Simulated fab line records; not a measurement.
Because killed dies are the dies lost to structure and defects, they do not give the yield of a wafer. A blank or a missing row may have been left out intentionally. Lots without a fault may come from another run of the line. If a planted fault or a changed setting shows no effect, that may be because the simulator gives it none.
Matching of chambers    flow nandHarc    3 sister chambers for NHARC_A_BONDPAD_DESCUM_11 on rieDiel-04
The step chemistry O2, time 3 s. 3 wafers are shown with their chamber, then 6 later ones without.

WAFERS WITH THEIR CHAMBER
wafer   chamber  drypumpMotorCurrentA (A)
L081.2  0        5.78
L087.2  2        5.64
L087.5  1        5.51

WAFERS WITHOUT THEIR CHAMBER
wafer   drypumpMotorCurrentA (A)
L087.6  5.78
L092.1  5.74
L092.5  5.79
L097.1  5.51
L097.5  5.50
L097.6  5.80

CHAMBER TAKEN BY EACH
wafer   from the rows above  in truth
L087.6  0                    0
L092.1  0                    0
L092.5  0                    0
L097.1  1                    1
L097.5  1                    1
L097.6  0                    0
6 of 6 placed correctly. From these rows, 0 cannot be placed. Number placed wrongly: 0.
How it was worked out, from the rows above alone: a wafer's distance from a chamber is the root of the sum, over the readings, of the square of ((its reading less the chamber's mean) divided by the reading's scatter). If the next closest chamber is less than 2 further off than the closest, the wafer can't be placed; otherwise it belongs to the closest. The mean given for a chamber averages the wafers shown for that chamber. The scatter: root of mean squared gap, hidden wafer to nearest shown wafer, with one shown wafer a chamber.
